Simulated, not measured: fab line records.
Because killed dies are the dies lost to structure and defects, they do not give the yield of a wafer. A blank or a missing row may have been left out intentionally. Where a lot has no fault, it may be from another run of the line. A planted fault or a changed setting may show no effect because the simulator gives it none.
What tool caused it? | flow n5Finfet | 12 lots with 36 wafers sampled at 4 steps, on a route of 1938 steps

== WHAT THE GAUGES READ, wafer by wafer ==
N5_BEOL_M2_THK_MEAS_01.
lot  | measured     | on           | M2_ILD_THK (nm)
L074 | day 7 08:12  | filmMetro-01 | 77.9 78.1 79.9
L077 | day 7 09:20  | filmMetro-01 | 78.2 79.2 80.0
L079 | day 8 01:10  | filmMetro-01 | 79.0 80.2 80.1
L081 | day 8 04:25  | filmMetro-01 | 78.4 77.2 77.9
L083 | day 8 17:59  | filmMetro-02 | 77.4 77.7 79.2
L085 | day 9 09:32  | filmMetro-01 | 78.5 80.7 79.7
L088 | day 10 14:47 | filmMetro-02 | 79.1 79.1 78.3
L089 | day 11 04:18 | filmMetro-01 | 77.1 77.1 80.0
L091 | day 11 06:44 | filmMetro-01 | 79.1 78.7 79.8
L095 | day 11 14:40 | filmMetro-01 | 78.0 77.5 79.3
L094 | day 12 03:13 | filmMetro-01 | 78.9 78.3 77.6
L097 | day 12 15:22 | filmMetro-02 | 79.9 81.4 79.9

== EACH LOT AND THE TOOL THAT RAN IT (in order: tool; ch and the chambers of the sampled wafers; start) ==
lot  | N5_BEOL_M1_ANNEAL_49        | N5_BEOL_M1_ANNEAL_89        | N5_BEOL_M1_ANNEAL_95
L074 | pvdSputter-01, day 7 05:20  | pvdSputter-01, day 7 06:13  | pvdSputter-01, day 7 06:53
L077 | pvdSputter-02, day 7 06:28  | pvdSputter-02, day 7 07:20  | pvdSputter-02, day 7 08:00
L079 | pvdSputter-03, day 7 22:19  | pvdSputter-03, day 7 23:11  | pvdSputter-03, day 7 23:51
L081 | pvdSputter-02, day 8 01:34  | pvdSputter-02, day 8 02:27  | pvdSputter-02, day 8 03:07
L083 | pvdSputter-02, day 8 14:45  | pvdSputter-02, day 8 15:38  | pvdSputter-02, day 8 16:17
L085 | pvdSputter-01, day 9 06:38  | pvdSputter-01, day 9 07:31  | pvdSputter-01, day 9 08:11
L088 | pvdSputter-01, day 10 11:46 | pvdSputter-01, day 10 12:38 | pvdSputter-01, day 10 13:18
L089 | pvdSputter-03, day 11 01:26 | pvdSputter-03, day 11 02:19 | pvdSputter-03, day 11 02:59
L091 | pvdSputter-01, day 11 03:52 | pvdSputter-01, day 11 04:45 | pvdSputter-01, day 11 05:25
L095 | pvdSputter-02, day 11 11:48 | pvdSputter-02, day 11 12:41 | pvdSputter-02, day 11 13:20
L094 | pvdSputter-03, day 12 00:22 | pvdSputter-03, day 12 01:15 | pvdSputter-03, day 12 01:55
L097 | pvdSputter-02, day 12 12:29 | pvdSputter-02, day 12 13:22 | pvdSputter-02, day 12 14:02
- N5_BEOL_M1_ANNEAL_49: time 240 s.
- N5_BEOL_M1_ANNEAL_89: time 240 s.
- N5_BEOL_M1_ANNEAL_95: time 240 s.

== THE ANSWER, worked out from the rows above alone ==
Rule: what is usual is taken from the lots themselves. Put in order of their means at a reading, lots are off if they are a third of the lots or fewer, leave a main group of 4 or more, and stand apart from it by a gap of 3 or more times the standard deviation of the main group's means; of several such gaps the widest counts. A main group is skipped when, at the precision printed for the reading in the tables above, its means are all equal. Also off: a lot with no number at a reading for which 4 or more lots have one. The other lots that the step has rows for count as sound.
No lot is off at any reading shown: from this, nothing can be told.

== WHAT THE SIMULATOR PUT IN ==
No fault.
